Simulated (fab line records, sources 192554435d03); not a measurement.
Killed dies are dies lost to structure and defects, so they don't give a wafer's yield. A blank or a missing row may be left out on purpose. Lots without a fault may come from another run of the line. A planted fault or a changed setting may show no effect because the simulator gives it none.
Split-lot experiment | flow n5_finfet | 7 lots, 21 wafers read, on a route of 1938 steps

THE SPLIT
At N5_BEOL_M0_ETCH_138 (etches SiCN in CH3F/O2, target depth 12 nm, time 31.6 s), the setting source_w was moved away from the recipe's 395 W on 5 of the 21 wafers read, by -12.2% to +8.5%. The other wafers ran this setting at the recipe's value.

The reading is taken at the split's own step.

THE READING
rf_vpp_V, in V, at N5_BEOL_M0_ETCH_138 (etches SiCN in CH3F/O2, target depth 12 nm, time 31.6 s). Fault-free wafers of this fab line usually give 297.0 V, standard deviation 1.8 V.

wafer  | tool, chamber at the split | source_w as run, W | against the recipe | rf_vpp_V, V | against lot-mates on the recipe
L081.3 | rie_diel-03, 3             | 395                | recipe             | 295.8       | -
L081.4 | rie_diel-03, 0             | 395                | recipe             | 298.3       | -
L081.5 | rie_diel-03, 0             | 395                | recipe             | 296.8       | -
L082.1 | rie_diel-06, 1             | 415.6              | +5.2%              | 291.6       | -2.0
L082.2 | rie_diel-06, 3             | 395                | recipe             | 293.0       | -
L082.5 | rie_diel-06, 3             | 395                | recipe             | 294.3       | -
L087.3 | rie_diel-02, 3             | 395                | recipe             | 297.1       | -
L087.4 | rie_diel-02, 0             | 370.7              | -6.2%              | 304.5       | +6.6
L087.5 | rie_diel-02, 3             | 395                | recipe             | 298.6       | -
L089.2 | rie_diel-06, 0             | 346.7              | -12.2%             | 311.4       | +15.0
L089.4 | rie_diel-06, 2             | 395                | recipe             | 296.0       | -
L089.6 | rie_diel-06, 1             | 395                | recipe             | 296.8       | -
L091.2 | rie_diel-03, 3             | 395                | recipe             | 294.6       | -
L091.5 | rie_diel-03, 1             | 395                | recipe             | 299.1       | -
L091.6 | rie_diel-03, 0             | 395                | recipe             | 298.5       | -
L093.1 | rie_diel-03, 0             | 428.7              | +8.5%              | 290.0       | -9.2
L093.3 | rie_diel-03, 1             | 395                | recipe             | 298.3       | -
L093.5 | rie_diel-03, 1             | 395                | recipe             | 300.2       | -
L097.1 | rie_diel-03, 1             | 395                | recipe             | 297.9       | -
L097.5 | rie_diel-03, 1             | 395                | recipe             | 299.4       | -
L097.6 | rie_diel-03, 2             | 364.5              | -7.7%              | 302.6       | +4.0

THE FIT
A straight line over all 21 wafers: rf_vpp_V changes by -1.01 V for each +1% of source_w; r = -0.91; the points scatter about the line by 2 V.
The same after taking each lot's own level away (the mean of its wafers on the recipe; 21 wafers): -0.989 V for each +1%; r = -0.93; scatter 1.7 V.
On that fit, the largest move of source_w shifts the reading by 12 V.
The lots' own levels span 293.65 to 299.25 V, that is 3.1 times the standard deviation above.
So the lot-to-lot level changes the slope little: the two slopes agree.
Check: with one of the wafers moved furthest among these (-12.2%) left out of the fit, the line predicts +9.93 V for it against its lot-mates. It came out at +15 V against them.
Tool readings at the split's step, against how far the setting was moved: rf_vpp_V r = -0.91.

OTHER SPLITS ON THESE WAFERS
These wafers also went through other splits before the reading. Each is held against what the fit with the lots' levels taken away leaves over:
other split on the same wafers       | wafers away from the commonest value | r with rf_vpp_V (lot level and that fit taken away)
N5_MOL_CONTACT_COAG_DESCUM_45 time_s | 5                                    | +0.29
N5_BEOL_M0_SAQP_PECVD_00 time_s      | 8                                    | -0.13
N5_BEOL_M0_SAQP_PECVD_04 time_s      | 7                                    | +0.13
N5_BEOL_M0_CUTY_DESCUM_61 time_s     | 6                                    | +0.19

THE FILE'S OWN FIT
rf_vpp_V changes by -0.995 V for each +1% of source_w, r = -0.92.
